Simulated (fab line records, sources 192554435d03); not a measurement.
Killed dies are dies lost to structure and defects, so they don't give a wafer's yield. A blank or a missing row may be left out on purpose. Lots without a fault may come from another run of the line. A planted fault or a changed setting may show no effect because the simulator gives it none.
fab line records | flow n5_finfet | part 1 of 2: steps 1 to 3 of 6
record lots=22 wafers=66 last_day=18
route steps=1938 shown GATE_CUT@466
lots that met no fault: from a run of the same line without faults
start_h: hours from the record's first day to the start of the lot's first wafer shown | wait_h: hours since the lot's step before | " the same as in the row above | L1.1+2: a row that stands for several wafers | - no value, or no start given | * or withheld: withheld | < > ~ a bound
route shown NAME@n: a module of which the file shows steps, and the number in the route of the first | usual: mean/standard deviation of fault-free wafers | same: alike in all rows | chamber/n: place in a boat | sites: the reading at each site | _std_site: their standard deviation | _edge_site: outer sites' mean less inner sites' | radius_mm: how far each site lies from the wafer's centre | mask NAME#n: copy n | behind: the tool/chamber that last shaped the wafer | hold: why the lot was held/for how many hours/how that ended | device: the transistor (n, p or np) that didn't switch | end of line: the same wafers' tests at the end of the route | a step without rows: its recipe alone | killed: dies lost to structure and defects at the first sort, not the wafer's yield | map: a wafer's dies, x killed, . not, _ none there
set.NAME: the setting as run; set.NAME@STEP: as run at that earlier step | model.NAME: the simulator's own value behind a step, which no gauge read
steps of the route over a sample of lots; a table a step, a row a wafer
services: from which hour (start_h, from the record's first day; less than 0 if before it) a tool's chamber was out of use, for how many hours, and why
## steps
# step N5_GATE_CUT_ETCH_56
# recipe chemistry=Cl2/Ar target=TiN target_depth_a=216 pressure_mtorr=10 icp_w=600 bias_w=60 Cl2_flow_sccm=40 Ar_flow_sccm=60
# usual drypump_motor_current_A=5.6/0.41 oes_ar_750_au=0.82/0.092 oes_product_au=0.82/0.092 throttle_valve_pct=20.75/0.22
# columns lot.wafer tool chamber start_h wait_h drypump_motor_current_A oes_ar_750_au oes_product_au rf_hours_counter_h throttle_valve_pct
L074.1 rie_metal-01 1 80.80 0.1 6.1 0.82 0.81 32 20.96
L074.2 " 0 " " 5.3 0.95 0.97 1 20.62
L074.6 " 1 " " 6.1 0.82 0.81 - 20.98
L075.1 rie_metal-03 1 88.31 0.1 5.9 0.80 0.81 33 20.75
L075.4 " 1 " " 5.9 0.79 0.79 - 20.75
L075.5 " 0 " " 5.3 0.92 0.92 - 20.34
L076.1 rie_metal-03 1 91.87 0.1 5.9 0.79 0.81 33 20.75
L076.2 " 0 " " 5.3 0.92 0.93 4 20.33
L076.4 " 0 " " 5.3 0.92 0.93 - 20.33
L077.2 rie_metal-02 0 98.88 0.1 5.0 0.66 0.66 92 20.91
L077.5 " 0 " " 5.0 0.66 0.66 - 20.88
L077.6 " 1 " " 6.0 0.93 0.92 - 20.92
L078.3 rie_metal-02 0 102.83 0.1 4.9 0.65 0.66 - 20.90
L078.5 " 1 " " 6.0 0.93 0.93 - 20.91
L078.6 " 0 " " 5.0 0.66 0.66 - 20.88
L079.2 rie_metal-03 1 107.87 0.1 5.9 0.79 0.81 34 20.72
L079.4 " 0 " " 5.3 0.91 0.91 - 20.35
L079.5 " 1 " " 5.9 0.79 0.80 - 20.74
L080.3 rie_metal-02 0 119.84 0.1 5.0 0.65 0.65 - 20.90
L080.5 " 0 " " 5.0 0.65 0.66 - 20.89
L080.6 " 1 " " 6.0 0.92 0.91 - 20.92
L081.1 rie_metal-03 0 122.62 0.1 5.3 0.91 0.91 5 20.35
L081.3 " 0 " " 5.3 0.90 0.91 - 20.36
L081.5 " 1 " " 5.9 0.79 0.80 - 20.73
L084.2 rie_metal-01 0 137.62 0.1 5.3 0.90 0.93 7 20.62
L084.3 " 0 " " 5.3 0.90 0.91 - 20.64
L084.6 " 1 " " 6.1 0.81 0.79 - 20.99
L083.2 rie_metal-01 1 138.83 0.1 6.1 0.81 0.79 37 20.97
L083.5 " 1 " " 6.1 0.81 0.79 - 20.98
L083.6 " 0 " " 5.3 0.90 0.91 - 20.64
L085.1 rie_metal-02 0 148.15 0.1 5.0 0.65 0.66 95 20.90
L085.5 " 1 " " 6.0 0.90 0.91 - 20.90
L085.6 " 0 " " 5.0 0.65 0.65 - 20.88
L086.1 rie_metal-01 1 153.49 0.1 6.1 0.81 0.79 39 20.98
L086.2 " 0 " " 5.3 0.90 0.90 8 20.63
L086.3 " 1 " " 6.1 0.80 0.80 - 20.99
L087.1 rie_metal-01 1 157.30 0.1 6.1 0.81 0.79 39 20.97
L087.3 " 0 " " 5.3 0.90 0.90 - 20.65
L087.5 " 1 " " 6.1 0.80 0.79 - 21.00
L088.2 rie_metal-02 1 167.67 0.1 6.0 0.90 0.90 12 20.93
L088.3 " 1 " " 5.9 0.90 0.90 - 20.93
L088.5 " 1 " " 6.0 0.90 0.89 - 20.94
L089.1 rie_metal-03 1 169.83 0.1 5.9 0.77 0.77 39 20.75
L089.2 " 0 " " 5.3 0.87 0.88 10 20.38
L089.5 " 0 " " 5.3 0.88 0.87 - 20.36
L090.3 rie_metal-01 1 175.03 0.2 6.1 0.80 0.79 - 21.00
L090.5 " 1 " " 6.1 0.80 0.79 - 21.00
L090.6 " 1 " " 6.1 0.80 0.79 - 20.99
L091.2 rie_metal-02 1 180.82 0.1 6.0 0.89 0.89 13 20.94
L091.4 " 1 " " 6.0 0.90 0.89 - 20.94
L091.5 " 1 " " 6.0 0.89 0.88 - 20.93
L092.2 rie_metal-03 1 187.21 0.1 5.9 0.77 0.77 41 20.77
L092.3 " 0 " " 5.3 0.87 0.88 - 20.36
L092.5 " 0 " " 5.4 0.87 0.88 - 20.35
L093.1 rie_metal-02 1 197.69 0.1 6.0 0.88 0.88 14 20.94
L093.3 " 1 " " 5.9 0.88 0.87 - 20.93
L093.6 " 1 " " 6.0 0.88 0.88 - 20.93
L094.2 rie_metal-01 0 205.46 0.1 5.3 0.89 0.89 11 20.64
L094.3 " 1 " " 6.1 0.79 0.78 - 21.00
L094.5 " 1 " " 6.1 0.79 0.77 - 21.00
L096.3 rie_metal-03 0 223.06 0.1 5.3 0.85 0.85 - 20.37
L096.4 " 1 " " 5.9 0.76 0.76 - 20.78
L096.5 " 0 " " 5.3 0.85 0.85 - 20.37
L097.1 rie_metal-03 0 225.33 0.1 5.3 0.85 0.85 15 20.37
L097.2 " 1 " " 5.9 0.75 0.77 44 20.77
L097.3 " 1 " " 5.9 0.76 0.77 - 20.77
# step N5_GATE_CUT_ETCH_58
# recipe chemistry=CH3F/O2 target=SiNx target_depth_a=170 time_s=128.6 ion_energy_ev=50 pressure_mtorr=30 source_w=415 bias_w=21 Ar_flow_sccm=150 CH3F_flow_sccm=30 O2_flow_sccm=20
# usual drypump_motor_current_A=5.6/0.43 oes_product_au=0.79/0.087 rf_vpp_V=99.2/0.99 showerhead_plenum_p_Torr=2.01/0.074 throttle_valve_pct=16.36/0.25
# columns lot.wafer tool chamber start_h wait_h drypump_motor_current_A oes_product_au rf_hours_counter_h rf_vpp_V showerhead_plenum_p_Torr throttle_valve_pct
L074.1 rie_diel-04 0 80.97 0.0 5.8 0.70 214 99.0 2.07 16.53
L074.2 " 1 " " 5.7 0.85 47 98.2 1.95 15.92
L074.6 " 0 " " 5.8 0.69 - 100.9 2.07 16.54
L075.1 rie_diel-04 3 88.48 0.0 6.5 0.72 190 98.8 1.91 16.40
L075.4 " 1 " " 5.7 0.87 49 97.7 1.95 15.93
L075.5 " 0 " " 5.8 0.70 - 100.8 2.07 16.53
L076.1 rie_diel-04 2 92.04 0.0 5.8 0.70 201 100.7 2.07 16.54
L076.2 " 3 " " 6.4 0.72 191 98.3 1.91 16.42
L076.4 " 2 " " 5.8 0.70 - 98.2 2.07 16.54
L077.2 rie_diel-04 2 99.05 0.0 5.8 0.70 202 99.7 2.07 16.54
L077.5 " 2 " " 5.8 0.71 - 99.8 2.07 16.51
L077.6 " 1 " " 5.7 0.86 - 98.5 1.95 15.92
L078.3 rie_diel-04 1 102.97 0.0 5.7 0.85 52 97.3 1.95 15.93
L078.5 " 0 " " 5.7 0.70 - 99.1 2.07 16.52
L078.6 " 3 " " 6.5 0.72 - 99.6 1.91 16.41
L079.2 rie_diel-01 2 108.09 0.1 5.5 0.70 226 97.9 1.98 16.51
L079.4 " 2 " " 5.5 0.70 - 99.0 1.98 16.52
L079.5 " 1 " " 6.0 0.92 - 100.2 2.13 15.75
L080.3 rie_diel-03 3 120.05 0.1 4.7 0.88 32 98.2 1.95 16.40
L080.5 " 1 " " 5.9 0.91 - 98.9 2.04 16.16
L080.6 " 0 " " 5.2 0.72 - 98.4 1.90 16.61
L081.1 rie_diel-03 1 122.79 0.0 5.9 0.90 22 100.8 2.04 16.17
L081.3 " 0 " " 5.2 0.72 217 98.8 1.90 16.60
L081.5 " 0 " " 5.2 0.72 - 98.2 1.90 16.60
L084.2 rie_diel-03 0 137.80 0.0 5.2 0.72 222 98.8 1.90 16.60
L084.3 " 2 " " 5.4 0.83 72 98.6 2.11 16.50
L084.6 " 0 " " 5.2 0.71 - 98.9 1.90 16.61
L083.2 rie_diel-03 3 139.04 0.1 4.8 0.88 38 99.1 1.95 16.41
L083.5 " 0 " " 5.2 0.71 - 97.6 1.90 16.61
L083.6 " 1 " " 5.9 0.89 - 98.9 2.04 16.15
L085.1 rie_diel-04 1 148.32 0.0 5.7 0.85 60 98.4 1.94 15.94
L085.5 " 1 " " 5.7 0.85 - 98.9 1.94 15.92
L085.6 " 0 " " 5.8 0.69 - 100.9 2.06 16.55
L086.1 rie_diel-04 2 153.67 0.0 5.8 0.69 219 99.7 2.06 16.57
L086.2 " 1 " " 5.7 0.85 62 98.1 1.94 15.92
L086.3 " 0 " " 5.8 0.69 235 98.3 2.06 16.56
L087.1 rie_diel-01 2 157.62 0.2 5.5 0.68 240 98.7 1.98 16.55
L087.3 " 3 " " 5.4 0.90 37 99.1 2.04 16.23
L087.5 " 0 " " 5.1 0.88 - 98.4 2.13 16.22
L088.2 rie_diel-04 0 167.84 0.0 5.8 0.68 239 100.6 2.06 16.57
L088.3 " 2 " " 5.7 0.69 223 100.7 2.06 16.56
L088.5 " 0 " " 5.8 0.68 - 98.9 2.06 16.57
L089.1 rie_diel-04 1 170.00 0.0 5.7 0.84 66 97.7 1.94 15.95
L089.2 " 3 " " 6.4 0.71 211 96.8 1.91 16.46
L089.5 " 1 " " 5.7 0.85 - 97.3 1.94 15.96
L090.3 rie_diel-01 3 175.37 0.1 5.4 0.89 43 98.5 2.04 16.22
L090.5 " 3 " " 5.4 0.88 - 99.8 2.04 16.21
L090.6 " 2 " " 5.5 0.68 - 98.7 1.98 16.53
L091.2 rie_diel-03 3 180.99 0.0 4.7 0.86 51 97.1 1.95 16.44
L091.4 " 1 " " 5.9 0.87 41 99.0 2.04 16.17
L091.5 " 3 " " 4.7 0.85 - 99.0 1.95 16.47
L092.2 rie_diel-03 2 187.38 0.0 5.4 0.83 84 99.3 2.11 16.53
L092.3 " 0 " " 5.2 0.70 238 96.8 1.90 16.63
L092.5 " 2 " " 5.4 0.84 - 100.4 2.11 16.55
L093.1 rie_diel-01 0 197.86 0.0 5.0 0.86 50 99.4 2.12 16.25
L093.3 " 2 " " 5.6 0.69 249 99.4 1.98 16.55
L093.6 " 2 " " 5.5 0.68 - 99.7 1.98 16.56
L094.2 rie_diel-03 3 205.74 0.1 4.8 0.84 59 97.8 1.94 16.46
L094.3 " 2 " " 5.4 0.83 89 100.2 2.10 16.54
L094.5 " 3 " " 4.7 0.84 - 99.6 1.94 16.45
L096.3 rie_diel-04 1 223.20 0.0 5.7 0.81 87 98.3 1.94 15.98
L096.4 " 1 " " 5.7 0.81 - 98.3 1.94 15.99
L096.5 " 0 " " 5.8 0.66 - 98.9 2.05 16.61
L097.1 rie_diel-04 1 225.50 0.0 5.7 0.81 88 99.1 1.94 16.00
L097.2 " 0 " " 5.8 0.67 259 99.5 2.05 16.59
L097.3 " 2 " " 5.8 0.68 245 99.3 2.05 16.63
# step N5_GATE_CUT_DESCUM_18
# recipe chemistry=O2 time_s=7 source_power_w=50 bias_power_w=20 pressure_mtorr=20 rf_frequency_hz=2.712e+07 temp_c=40 resist=CAR-EUV o2_flow_sccm=225
# usual drypump_motor_current_A=5.5/0.4 oes_product_au=0.82/0.091 rf_vpp_V=243.6/1.4 showerhead_plenum_p_Torr=2.13/0.083 throttle_valve_pct=20.44/0.24
# columns lot.wafer tool chamber start_h wait_h drypump_motor_current_A oes_product_au rf_hours_counter_h rf_vpp_V showerhead_plenum_p_Torr throttle_valve_pct
L074.1 rie_diel-01 2 84.84 0.5 5.6 0.71 218 242.7 2.07 20.55
L074.2 " 3 " " 5.4 0.95 15 245.1 2.14 20.31
L074.6 " 2 " " 5.6 0.71 - 246.2 2.07 20.56
L075.1 rie_diel-01 0 91.86 0.0 5.1 0.91 26 246.6 2.24 20.43
L075.4 " 3 " " 5.4 0.93 17 243.8 2.14 20.32
L075.5 " 2 " " 5.5 0.70 - 242.7 2.07 20.54
L076.1 rie_diel-04 0 95.79 0.0 5.8 0.70 217 244.4 2.15 20.51
L076.2 " 3 " " 6.5 0.72 191 241.4 2.00 20.50
L076.4 " 2 " " 5.8 0.71 201 242.6 2.17 20.66
L077.2 rie_diel-03 2 102.55 0.0 5.4 0.84 61 245.2 2.22 20.70
L077.5 " 0 " " 5.2 0.71 - 242.3 1.99 20.65
L077.6 " 3 " " 4.7 0.91 - 243.6 2.04 20.56
L078.3 rie_diel-01 3 106.51 0.0 5.4 0.93 22 244.3 2.14 20.31
L078.5 " 3 " " 5.4 0.92 - 244.0 2.14 20.33
L078.6 " 1 " " 6.0 0.92 - 245.2 2.24 19.95
L079.2 rie_diel-03 2 111.91 0.0 5.4 0.84 63 244.9 2.22 20.72
L079.4 " 0 " " 5.2 0.71 214 241.3 1.99 20.67
L079.5 " 3 " " 4.7 0.89 - 241.0 2.04 20.56
L080.3 rie_diel-03 0 123.44 0.0 5.2 0.71 218 240.5 1.99 20.65
L080.5 " 3 " " 4.7 0.88 - 242.4 2.04 20.56
L080.6 " 0 " " 5.2 0.71 - 239.8 1.98 20.67
L081.1 rie_diel-01 1 126.18 0.0 6.0 0.90 15 243.4 2.24 19.97
L081.3 " 0 " " 5.0 0.90 30 245.8 2.23 20.44
L081.5 " 1 " " 5.9 0.91 - 243.0 2.24 19.96
L084.2 rie_diel-01 0 141.21 0.1 5.1 0.91 35 245.1 2.23 20.45
L084.3 " 1 " " 6.0 0.91 20 244.8 2.24 19.98
L084.6 " 1 " " 5.9 0.91 - 244.8 2.23 19.98
L083.2 rie_diel-04 2 142.52 0.0 5.8 0.69 217 243.8 2.16 20.70
L083.5 " 0 " " 5.8 0.68 - 244.0 2.14 20.54
L083.6 " 1 " " 5.7 0.85 - 242.2 2.04 20.14
L085.1 rie_diel-04 0 151.70 0.0 5.8 0.68 234 244.9 2.14 20.53
L085.5 " 3 " " 6.5 0.71 - 242.4 1.99 20.50
L085.6 " 2 " " 5.8 0.69 - 242.7 2.16 20.69
L086.1 rie_diel-04 0 158.00 0.0 5.8 0.69 236 242.7 2.14 20.54
L086.2 " 1 " " 5.7 0.85 63 245.1 2.04 20.13
L086.3 " 3 " " 6.4 0.71 207 241.4 1.99 20.51
L087.1 rie_diel-01 0 161.42 0.0 5.1 0.88 39 245.3 2.23 20.46
L087.3 " 3 " " 5.4 0.89 39 244.7 2.13 20.35
L087.5 " 0 " " 5.0 0.88 - 245.4 2.23 20.44
L088.2 rie_diel-03 0 171.43 0.1 5.2 0.70 233 240.9 1.98 20.69
L088.3 " 1 " " 5.9 0.89 38 242.6 2.13 20.34
L088.5 " 2 " " 5.4 0.83 - 244.3 2.21 20.74
L089.1 rie_diel-03 0 173.44 0.1 5.2 0.70 233 242.4 1.98 20.68
L089.2 " 3 " " 4.8 0.86 49 243.8 2.04 20.60
L089.5 " 1 " " 5.9 0.88 - 243.2 2.13 20.36
L090.3 rie_diel-01 0 178.75 0.0 5.1 0.88 45 244.1 2.23 20.45
L090.5 " 2 " " 5.6 0.69 - 242.4 2.06 20.57
L090.6 " 3 " " 5.4 0.88 - 244.8 2.13 20.37
L091.2 rie_diel-01 3 184.36 0.0 5.4 0.87 46 243.9 2.13 20.36
L091.4 " 1 " " 5.9 0.88 31 245.8 2.23 19.98
L091.5 " 3 " " 5.4 0.88 - 243.6 2.13 20.38
L092.2 rie_diel-03 3 190.87 0.0 4.7 0.86 53 242.6 2.03 20.60
L092.3 " 1 " " 5.9 0.86 44 243.1 2.13 20.34
L092.5 " 0 " " 5.2 0.69 - 241.7 1.98 20.70
L093.1 rie_diel-04 0 201.47 0.1 5.8 0.67 251 244.4 2.13 20.56
L093.3 " 2 " " 5.7 0.67 236 242.8 2.16 20.71
L093.6 " 1 " " 5.7 0.83 - 240.9 2.04 20.14
L094.2 rie_diel-04 0 209.33 0.1 5.7 0.67 254 243.9 2.13 20.57
L094.3 " 1 " " 5.7 0.82 82 243.0 2.03 20.16
L094.5 " 1 " " 5.7 0.82 - 242.2 2.03 20.17
L096.3 rie_diel-01 3 227.85 1.2 5.4 0.86 62 242.6 2.12 20.38
L096.4 " 0 " " 5.1 0.84 63 244.8 2.22 20.50
L096.5 " 2 " " 5.5 0.99 - 243.4 2.06 20.21
L097.1 rie_diel-03 2 229.49 0.6 5.4 0.81 99 245.6 2.21 20.76
L097.2 " 3 " " 4.7 0.82 69 242.6 2.03 20.62
L097.3 " 1 " " 5.9 0.85 59 243.9 2.13 20.37
